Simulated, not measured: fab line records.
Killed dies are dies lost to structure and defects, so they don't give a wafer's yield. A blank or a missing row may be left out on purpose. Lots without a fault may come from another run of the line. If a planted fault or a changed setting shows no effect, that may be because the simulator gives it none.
Matching of chambers / flow nandHarc / NHARC_A_STAIRCASE_DEP_156 on pecvd-03 has 3 sister chambers
The step deposits SiNx, target thk 50 nm. 3 wafers are shown with their chamber, then 7 later ones without.

## WAFERS PAIRED WITH THEIR CHAMBERS
wafer=L086.2; chamber=1; heaterPowerW (W)=637
wafer=L087.2; chamber=2; heaterPowerW (W)=687
wafer=L089.4; chamber=0; heaterPowerW (W)=740

## WAFERS WITHOUT THEIR CHAMBER
wafer=L089.5; heaterPowerW (W)=667
wafer=L090.1; heaterPowerW (W)=716
wafer=L090.5; heaterPowerW (W)=604
wafer=L090.6; heaterPowerW (W)=680
wafer=L093.1; heaterPowerW (W)=729
wafer=L093.2; heaterPowerW (W)=660
wafer=L093.4; heaterPowerW (W)=692

## EACH ONE'S CHAMBER
wafer=L089.5; from the rows above=can't be placed: 2 or 1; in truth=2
wafer=L090.1; from the rows above=can't be placed: 0 or 2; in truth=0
wafer=L090.5; from the rows above=1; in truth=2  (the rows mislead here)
wafer=L090.6; from the rows above=can't be placed: 2 or 1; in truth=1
wafer=L093.1; from the rows above=can't be placed: 0 or 2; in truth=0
wafer=L093.2; from the rows above=can't be placed: 1 or 2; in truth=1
wafer=L093.4; from the rows above=2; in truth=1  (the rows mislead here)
Placed correctly: 0 of 7. Unplaceable from these rows: 5, with the true chamber sitting among the candidates in 5. Placed wrongly: 2.
How it was worked out, from the rows above alone: a wafer's distance from a chamber is the root of the sum, over the readings, of the square of ((its reading less the chamber's mean) divided by the reading's scatter). The wafer belongs to the nearest chamber; if the next one is less than 2 further off, it can't be placed. The mean given for a chamber averages the wafers shown for that chamber. The scatter (one wafer shown for each chamber): square how far every hidden wafer sits from the nearest shown wafer, average those squares and take the square root.
